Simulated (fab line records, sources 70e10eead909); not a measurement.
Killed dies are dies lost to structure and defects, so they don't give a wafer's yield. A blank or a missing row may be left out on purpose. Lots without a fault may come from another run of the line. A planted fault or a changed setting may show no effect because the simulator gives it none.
Which tool did it? | flow nand_harc | 7 lots, 21 wafers sampled, at 1 step of a route of 1302

WHAT THE GAUGES READ, wafer by wafer
NHARC_A_BONDPAD_OVL_MEAS_35.
lot  | measured     | on         | overlay_x_nm (nm)
L138 | day 24 14:04 | overlay-01 | 5 5 5
L144 | day 27 20:12 | overlay-01 | 6 5 5
L147 | day 29 00:52 | overlay-02 | 1 1 0
L151 | day 29 17:45 | overlay-01 | 1 2 1
L152 | day 30 18:37 | overlay-01 | 1 1 0
L154 | day 31 10:44 | overlay-01 | 1 1 1
L157 | day 32 02:02 | overlay-02 | 1 1 1

WHICH TOOL RAN EACH LOT (tool, then ch and the chambers of the sampled wafers, then the start)
The record holds no process step before these readings.

THE ANSWER, worked out from the rows above alone
Rule: what is usual is taken from the lots themselves. Put in order of their means at a reading, lots are off if they are a third of the lots or fewer, leave a main group of 4 or more, and stand apart from it by a gap of 3 or more times the standard deviation of the main group's means; of several such gaps the widest counts. A main group whose means are all the same, to the digits that the tables above print for the reading, isn't used. A lot without any number at a reading at which 4 lots or more have one is off too. The other lots that the step has rows for count as sound.
No lot is off at any reading shown: from this, nothing can be told.

WHAT THE SIMULATOR HAD PUT IN
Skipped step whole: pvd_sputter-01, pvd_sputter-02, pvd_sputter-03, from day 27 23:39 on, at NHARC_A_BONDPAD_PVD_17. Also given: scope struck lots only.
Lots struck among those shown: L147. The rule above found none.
